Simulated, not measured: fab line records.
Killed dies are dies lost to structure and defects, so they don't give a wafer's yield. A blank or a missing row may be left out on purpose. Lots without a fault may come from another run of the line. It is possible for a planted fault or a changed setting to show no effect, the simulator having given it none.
Which of the tools did it? | flow nand_harc | 24 lots with 72 wafers sampled at 6 steps, on a route of 1159 steps

WHAT EACH GAUGE READ, for each wafer
NHARC_A_CHANNEL_HOLE_D1_OVL_MEAS_11.
lot  | measured     | on         | overlay_x_nm (nm) | overlay_y_nm (nm)
L074 | day 8 05:11  | overlay-01 | -1.1 -0.5 -1.3    | 0.4 0.7 0.4
L076 | day 8 19:52  | overlay-02 | -0.1 0.2 0.8      | -1.3 -0.6 -0.7
L075 | day 8 20:02  | overlay-01 | -0.4 -0.7 -0.3    | 0.5 0.9 -0.1
L078 | day 8 23:47  | overlay-02 | -0.6 -0.2 -0.6    | -1.6 -1.8 -1.6
L077 | day 9 00:32  | overlay-02 | 1.9 2.0 1.8       | 1.5 1.8 1.6
L079 | day 9 17:41  | overlay-02 | 1.6 1.7 1.2       | -0.6 0.0 -0.5
L080 | day 9 18:37  | overlay-01 | 1.4 1.8 1.2       | -1.0 -1.0 -1.2
L081 | day 10 04:11 | overlay-02 | 0.4 0.3 0.3       | -0.5 -0.9 -0.2
L082 | day 10 04:38 | overlay-02 | 1.5 1.7 1.7       | -0.3 0.0 -0.1
L083 | day 10 11:24 | overlay-01 | -0.5 -1.0 -0.7    | 0.6 1.0 0.4
L084 | day 10 12:08 | overlay-02 | 0.2 0.4 -0.5      | -0.2 -0.3 -0.2
L085 | day 11 09:58 | overlay-02 | 1.2 1.3 1.1       | 1.8 1.6 1.5
L087 | day 11 11:44 | overlay-01 | -0.6 -1.1 -0.8    | -0.3 0.2 -0.1
L086 | day 11 12:05 | overlay-02 | 0.1 0.7 1.2       | -0.7 -0.8 -1.4
L089 | day 11 20:13 | overlay-01 | 1.8 1.3 0.6       | 0.7 0.1 0.4
L088 | day 12 02:47 | overlay-02 | -0.4 -0.8 -0.1    | 2.0 1.4 1.8
L090 | day 12 10:43 | overlay-02 | -1.6 -1.7 -1.8    | 0.8 1.2 1.5
L092 | day 12 19:51 | overlay-02 | -0.7 -0.5 -0.3    | -1.5 -2.3 -2.1
L091 | day 12 20:00 | overlay-01 | 0.3 -0.4 -0.6     | -2.4 -2.4 -1.8
L093 | day 13 06:10 | overlay-01 | 0.8 0.3 -0.7      | 0.4 0.1 0.4
L094 | day 13 07:02 | overlay-01 | -0.2 0.1 0.2      | -0.4 -0.9 -0.5
L095 | day 13 07:56 | overlay-02 | -0.8 -1.5 -1.3    | -1.1 -0.6 -0.5
L096 | day 14 03:13 | overlay-02 | 0.4 0.2 0.0       | 0.3 0.3 0.5
L097 | day 14 03:27 | overlay-02 | -1.8 -1.6 -1.5    | 1.4 1.2 1.8

NHARC_A_CHANNEL_FILL_D1_THK_MEAS_06: measures by ellipsometry.
lot  | measured     | on            | thk_nm (nm)
L074 | day 10 05:07 | film_metro-01 | 4.9 5.5 2.3
L076 | day 10 15:46 | film_metro-01 | 6.4 6.0 5.0
L075 | day 10 15:48 | film_metro-02 | 3.9 4.5 5.3
L078 | day 10 20:53 | film_metro-02 | 5.3 4.9 4.7
L077 | day 10 20:53 | film_metro-01 | 5.8 5.4 5.9
L079 | day 11 13:11 | film_metro-01 | 4.7 4.6 6.3
L080 | day 11 13:11 | film_metro-02 | 4.7 5.1 3.6
L081 | day 11 23:04 | film_metro-02 | 4.8 5.5 4.9
L082 | day 11 23:04 | film_metro-01 | 4.2 3.3 5.2
L083 | day 12 06:44 | film_metro-01 | 5.0 6.4 5.9
L084 | day 12 06:44 | film_metro-02 | 5.8 4.8 3.8
L085 | day 13 07:22 | film_metro-01 | 5.1 4.4 6.5
L087 | day 13 07:21 | film_metro-02 | 4.3 5.4 4.8
L086 | day 13 11:05 | film_metro-01 | 4.6 3.2 3.3
L089 | day 13 16:23 | film_metro-02 | 5.5 5.1 4.1
L088 | day 13 22:29 | film_metro-02 | 3.7 5.1 5.6
L090 | day 14 05:59 | film_metro-02 | 4.7 5.5 5.0
L092 | day 14 16:50 | film_metro-02 | 3.1 6.7 3.5
L091 | day 14 16:50 | film_metro-01 | 5.5 5.4 3.9
L093 | day 15 01:55 | film_metro-01 | 6.2 5.3 5.4
L094 | day 15 01:55 | film_metro-02 | 5.8 5.4 5.8
L095 | day 15 05:18 | film_metro-02 | 4.2 5.3 3.5
L096 | day 16 02:29 | film_metro-01 | 2.9 4.5 4.3
L097 | day 16 02:29 | film_metro-02 | 5.9 5.4 4.6

WHAT TOOL EACH LOT RAN ON (gives the tool, then ch and the chambers of the sampled wafers, and finally the start)
lot  | NHARC_A_CHANNEL_HOLE_D1_DEP_01  | NHARC_A_CHANNEL_HOLE_D1_DESCUM_15  | NHARC_A_CHANNEL_HOLE_D1_ETCH_38    | NHARC_A_CHANNEL_HOLE_D1_ETCH_19
L074 | pecvd-01 ch 0,1, day 8 04:32    | rie_diel-10 ch 1,2,3, day 8 05:17  | rie_diel-10 ch 1,3, day 8 05:22    | har_etch-01 ch 0,1, day 8 06:30
L076 | pecvd-03 ch 1,2, day 8 19:11    | rie_diel-04 ch 0,1,3, day 8 19:58  | rie_diel-04 ch 1,2,3, day 8 20:03  | har_etch-01 ch 0,1, day 8 21:10
L075 | pecvd-02 ch 0,1, day 8 19:16    | rie_diel-09 ch 0,3, day 8 20:07    | rie_diel-09 ch 1,3, day 8 20:13    | har_etch-02 ch 0,1, day 8 21:20
L078 | pecvd-03 ch 0,2, day 8 23:01    | rie_diel-10 ch 0,1,3, day 8 23:54  | rie_diel-10 ch 0,1,2, day 8 23:59  | har_etch-01 ch 0,1, day 9 02:59
L077 | pecvd-02 ch 0,1,2, day 8 23:41  | rie_diel-04 ch 0,2,3, day 9 00:37  | rie_diel-04 ch 0,2,3, day 9 00:44  | har_etch-02 ch 0,1, day 9 03:08
L079 | pecvd-01 ch 0,1, day 9 17:00    | rie_diel-04 ch 2,3, day 9 17:47    | rie_diel-04 ch 0,1,2, day 9 17:53  | har_etch-01 ch 0,1, day 9 18:58
L080 | pecvd-01 ch 0,1,2, day 9 17:49  | rie_diel-09 ch 1,2,3, day 9 18:43  | rie_diel-09 ch 0,1,2, day 9 18:49  | har_etch-02 ch 0, day 9 19:55
L081 | pecvd-03 ch 0,1,2, day 10 03:35 | rie_diel-09 ch 0,3, day 10 04:17   | rie_diel-09 ch 0,3, day 10 04:22   | har_etch-01 ch 0,1, day 10 05:31
L082 | pecvd-01 ch 1,2, day 10 03:49   | rie_diel-10 ch 0,1,2, day 10 04:44 | rie_diel-10 ch 0,1,2, day 10 04:50 | har_etch-02 ch 0,1, day 10 06:10
L083 | pecvd-03 ch 1,2, day 10 10:37   | rie_diel-10 ch 1,2,3, day 10 11:30 | rie_diel-10 ch 1,2,3, day 10 11:35 | har_etch-01 ch 0,1, day 10 12:43
L084 | pecvd-01 ch 0,1, day 10 11:23   | rie_diel-09 ch 0,1, day 10 12:14   | rie_diel-09 ch 2,3, day 10 12:19   | har_etch-02 ch 0,1, day 10 13:27
L085 | pecvd-02 ch 0,1,2, day 11 09:11 | rie_diel-04 ch 0,1,3, day 11 10:04 | rie_diel-04 ch 1,3, day 11 10:09   | har_etch-01 ch 0,1, day 11 12:33
L087 | pecvd-02 ch 0,1,2, day 11 11:05 | rie_diel-10 ch 2,3, day 11 11:51   | rie_diel-10 ch 1,2,3, day 11 11:56 | har_etch-02 ch 0,1, day 11 14:21
L086 | pecvd-01 ch 0,1,2, day 11 11:17 | rie_diel-04 ch 0,2, day 11 12:11   | rie_diel-04 ch 2,3, day 11 12:17   | har_etch-01 ch 0,1, day 11 16:44
L089 | pecvd-01 ch 1,2, day 11 19:32   | rie_diel-10 ch 1,2, day 11 20:19   | rie_diel-10 ch 0,3, day 11 20:23   | har_etch-02 ch 0,1, day 11 21:34
L088 | pecvd-01 ch 0,1, day 12 01:59   | rie_diel-10 ch 0,1,2, day 12 02:53 | rie_diel-10 ch 0,1,2, day 12 02:58 | har_etch-01 ch 0,1, day 12 04:04
L090 | pecvd-01 ch 0,1,2, day 12 10:06 | rie_diel-09 ch 1,2, day 12 10:50   | rie_diel-09 ch 1,3, day 12 10:55   | har_etch-02 ch 0,1, day 12 12:13
L092 | pecvd-01 ch 0,1,2, day 12 19:04 | rie_diel-09 ch 1,2, day 12 19:56   | rie_diel-09 ch 1,3, day 12 20:03   | har_etch-01 ch 0,1, day 12 21:13
L091 | pecvd-03 ch 0,2, day 12 19:11   | rie_diel-04 ch 1,2,3, day 12 20:06 | rie_diel-04 ch 0,2,3, day 12 20:11 | har_etch-02 ch 0,1, day 12 21:48
L093 | pecvd-01 ch 0,1, day 13 05:22   | rie_diel-09 ch 0,1,2, day 13 06:17 | rie_diel-09 ch 0,1,3, day 13 06:22 | har_etch-02 ch 0,1, day 13 07:28
L094 | pecvd-01 ch 0,1,2, day 13 06:13 | rie_diel-10 ch 0,1,3, day 13 07:09 | rie_diel-10 ch 1,2,3, day 13 07:14 | har_etch-01 ch 0,1, day 13 08:20
L095 | pecvd-01 ch 0,1, day 13 07:16   | rie_diel-09 ch 0,2, day 13 08:03   | rie_diel-09 ch 0,1,3, day 13 08:08 | har_etch-02 ch 0,1, day 13 11:38
L096 | pecvd-01 ch 0,2, day 14 02:25   | rie_diel-09 ch 0,2, day 14 03:19   | rie_diel-09 ch 1,3, day 14 03:24   | har_etch-02 ch 1, day 14 04:31
L097 | pecvd-01 ch 0,2, day 14 02:47   | rie_diel-10 ch 0,2, day 14 03:34   | rie_diel-10 ch 0,1,3, day 14 03:38 | har_etch-02 ch 0,1, day 14 08:40
- NHARC_A_CHANNEL_HOLE_D1_DEP_01: deposits SiON, target thk 140 nm.
- NHARC_A_CHANNEL_HOLE_D1_DESCUM_15: chemistry O2, time 3 s.
- NHARC_A_CHANNEL_HOLE_D1_ETCH_38: etches the open film in CF4, target depth 39 nm, time 65 s.
- NHARC_A_CHANNEL_HOLE_D1_ETCH_19: etches the open film in C4F8/O2/Ar, time 34.5 s.

AS READ BY THE TOOLS THEMSELVES (means over the sampled wafers that have a number; for cases with no such wafer, the mark the record gives instead)
NHARC_A_CHANNEL_HOLE_D1_DEP_01.
lot  | tool     | heater_power_outer_w (W) | heater_power_w (W)
L074 | pecvd-01 | 440                      | 741
L076 | pecvd-03 | 400                      | 686
L075 | pecvd-02 | 440                      | 764
L078 | pecvd-03 | 401                      | 698
L077 | pecvd-02 | 352                      | 643
L079 | pecvd-01 | 500                      | 796
L080 | pecvd-01 | 453                      | 771
L081 | pecvd-03 | 415                      | 689
L082 | pecvd-01 | 470                      | 808
L083 | pecvd-03 | 412                      | 668
L084 | pecvd-01 | 483                      | 773
L085 | pecvd-02 | 386                      | 697
L087 | pecvd-02 | 362                      | 668
L086 | pecvd-01 | 429                      | 755
L089 | pecvd-01 | 384                      | 676
L088 | pecvd-01 | 418                      | 697
L090 | pecvd-01 | 470                      | 801
L092 | pecvd-01 | 444                      | 767
L091 | pecvd-03 | 421                      | 707
L093 | pecvd-01 | 459                      | 764
L094 | pecvd-01 | 410                      | 715
L095 | pecvd-01 | 439                      | 734
L096 | pecvd-01 | 433                      | 769
L097 | pecvd-01 | 474                      | 832

NHARC_A_CHANNEL_HOLE_D1_DESCUM_15.
lot  | tool        | drypump_motor_current_A (A) | oes_product_au (a.u.) | rf_vpp_V (V) | showerhead_plenum_p_Torr (Torr) | throttle_valve_pct (%)
L074 | rie_diel-10 | 5.7                         | 1.006                 | 57.7         | 1.94                            | 11.322
L076 | rie_diel-04 | 5.9                         | 0.993                 | 57.8         | 1.86                            | 11.319
L075 | rie_diel-09 | 6.0                         | 0.997                 | 57.5         | 1.87                            | 11.304
L078 | rie_diel-10 | 6.0                         | 1.002                 | 58.0         | 1.95                            | 11.309
L077 | rie_diel-04 | 5.6                         | 0.998                 | 58.3         | 1.87                            | 11.307
L079 | rie_diel-04 | 5.6                         | 1.002                 | 57.5         | 1.85                            | 11.312
L080 | rie_diel-09 | 6.0                         | 1.001                 | 57.1         | 1.86                            | 11.308
L081 | rie_diel-09 | 6.1                         | 1.007                 | 57.5         | 1.87                            | 11.311
L082 | rie_diel-10 | 5.7                         | 1.005                 | 58.5         | 2.02                            | 11.311
L083 | rie_diel-10 | 5.7                         | 0.997                 | 57.6         | 1.93                            | 11.304
L084 | rie_diel-09 | 6.3                         | 1.015                 | 57.3         | 1.85                            | 11.311
L085 | rie_diel-04 | 5.9                         | 1.007                 | 58.1         | 1.86                            | 11.298
L087 | rie_diel-10 | 5.6                         | 1.016                 | 57.7         | 1.93                            | 11.310
L086 | rie_diel-04 | 5.9                         | 1.000                 | 57.4         | 1.84                            | 11.304
L089 | rie_diel-10 | 5.4                         | 1.012                 | 57.6         | 2.00                            | 11.317
L088 | rie_diel-10 | 5.7                         | 1.003                 | 58.0         | 2.01                            | 11.296
L090 | rie_diel-09 | 5.9                         | 1.005                 | 57.5         | 1.87                            | 11.300
L092 | rie_diel-09 | 6.2                         | 1.000                 | 56.7         | 1.83                            | 11.318
L091 | rie_diel-04 | 5.8                         | 1.000                 | 58.2         | 1.84                            | 11.305
L093 | rie_diel-09 | 6.1                         | 1.010                 | 57.5         | 1.85                            | 11.312
L094 | rie_diel-10 | 6.0                         | 1.004                 | 58.9         | 1.94                            | 11.311
L095 | rie_diel-09 | 6.0                         | 1.008                 | 57.8         | 1.87                            | 11.313
L096 | rie_diel-09 | 6.0                         | 1.005                 | 57.1         | 1.87                            | 11.303
L097 | rie_diel-10 | 5.9                         | 1.003                 | 58.0         | 2.02                            | 11.310

NHARC_A_CHANNEL_HOLE_D1_ETCH_38.
lot  | tool        | drypump_motor_current_A (A) | oes_product_au (a.u.) | rf_vpp_V (V) | showerhead_plenum_p_Torr (Torr) | throttle_valve_pct (%)
L074 | rie_diel-10 | 5.8                         | 1.000                 | 151.4        | 1.79                            | 13.286
L076 | rie_diel-04 | 5.8                         | 0.999                 | 150.6        | 1.71                            | 13.288
L075 | rie_diel-09 | 6.3                         | 0.982                 | 150.3        | 1.69                            | 13.284
L078 | rie_diel-10 | 5.7                         | 1.004                 | 152.5        | 1.86                            | 13.271
L077 | rie_diel-04 | 5.6                         | 0.998                 | 150.7        | 1.73                            | 13.281
L079 | rie_diel-04 | 6.1                         | 1.002                 | 150.5        | 1.70                            | 13.280
L080 | rie_diel-09 | 6.1                         | 1.002                 | 150.9        | 1.72                            | 13.289
L081 | rie_diel-09 | 6.1                         | 1.003                 | 150.6        | 1.73                            | 13.283
L082 | rie_diel-10 | 5.7                         | 1.009                 | 152.7        | 1.86                            | 13.275
L083 | rie_diel-10 | 5.7                         | 1.007                 | 151.6        | 1.79                            | 13.285
L084 | rie_diel-09 | 5.8                         | 0.987                 | 150.5        | 1.74                            | 13.287
L085 | rie_diel-04 | 5.6                         | 0.998                 | 151.0        | 1.73                            | 13.284
L087 | rie_diel-10 | 5.7                         | 1.012                 | 151.2        | 1.78                            | 13.282
L086 | rie_diel-04 | 5.6                         | 0.988                 | 151.2        | 1.72                            | 13.283
L089 | rie_diel-10 | 6.2                         | 1.002                 | 151.9        | 1.80                            | 13.291
L088 | rie_diel-10 | 5.8                         | 1.002                 | 152.2        | 1.85                            | 13.286
L090 | rie_diel-09 | 6.1                         | 1.009                 | 151.1        | 1.71                            | 13.279
L092 | rie_diel-09 | 6.1                         | 1.008                 | 151.1        | 1.71                            | 13.295
L091 | rie_diel-04 | 5.6                         | 0.995                 | 150.9        | 1.73                            | 13.286
L093 | rie_diel-09 | 6.2                         | 1.010                 | 151.1        | 1.71                            | 13.291
L094 | rie_diel-10 | 5.7                         | 1.009                 | 150.7        | 1.78                            | 13.288
L095 | rie_diel-09 | 6.2                         | 1.009                 | 150.7        | 1.71                            | 13.271
L096 | rie_diel-09 | 6.1                         | 1.008                 | 150.2        | 1.71                            | 13.283
L097 | rie_diel-10 | 6.0                         | 0.993                 | 151.4        | 1.79                            | 13.284

NHARC_A_CHANNEL_HOLE_D1_ETCH_19.
lot  | tool        | drypump_motor_current_A (A) | showerhead_plenum_p_Torr (Torr) | throttle_valve_pct (%)
L074 | har_etch-01 | 5.79                        | 3.88                            | 37.035
L076 | har_etch-01 | 5.76                        | 3.87                            | 37.044
L075 | har_etch-02 | 5.78                        | 3.78                            | 37.028
L078 | har_etch-01 | 5.71                        | 3.87                            | 37.038
L077 | har_etch-02 | 5.79                        | 3.78                            | 37.035
L079 | har_etch-01 | 5.75                        | 3.87                            | 37.026
L080 | har_etch-02 | 5.87                        | 3.62                            | 37.031
L081 | har_etch-01 | 5.69                        | 3.86                            | 37.039
L082 | har_etch-02 | 5.84                        | 3.70                            | 37.042
L083 | har_etch-01 | 5.76                        | 3.86                            | 37.033
L084 | har_etch-02 | 5.84                        | 3.69                            | 37.035
L085 | har_etch-01 | 5.76                        | 3.86                            | 37.048
L087 | har_etch-02 | 5.84                        | 3.69                            | 37.042
L086 | har_etch-01 | 5.75                        | 3.86                            | 37.036
L089 | har_etch-02 | 5.78                        | 3.76                            | 37.039
L088 | har_etch-01 | 5.72                        | 3.85                            | 37.043
L090 | har_etch-02 | 5.82                        | 3.68                            | 37.040
L092 | har_etch-01 | 5.77                        | 3.85                            | 37.035
L091 | har_etch-02 | 5.82                        | 3.68                            | 37.040
L093 | har_etch-02 | 5.79                        | 3.75                            | 37.035
L094 | har_etch-01 | 5.76                        | 3.84                            | 37.030
L095 | har_etch-02 | 5.79                        | 3.75                            | 37.036
L096 | har_etch-02 | 5.75                        | 3.83                            | 37.043
L097 | har_etch-02 | 5.79                        | 3.74                            | 37.042

THE ANSWER, worked out from the rows above alone
Rule: the lots themselves supply what counts as usual. Put in order of their means at a reading, lots are off if they are a third of the lots or fewer, leave a main group of 4 or more, and stand apart from it by a gap of 3 or more times the standard deviation of the main group's means; of several such gaps the widest counts. A main group is skipped when, at the precision printed for the reading in the tables above, its means are all equal. A lot without any number at a reading at which 4 lots or more have one is off too. Any other lot the step has rows for is counted as sound. First the gauges in route order, then the tools' own readings, where a lot's mean is used as printed above. At the first step where some lot is off, the reading lying furthest off is the one used; lots without a number count as furthest.
None of the lots is off at any reading shown; this tells nothing.

WHAT THE SIMULATOR HAD INSERTED
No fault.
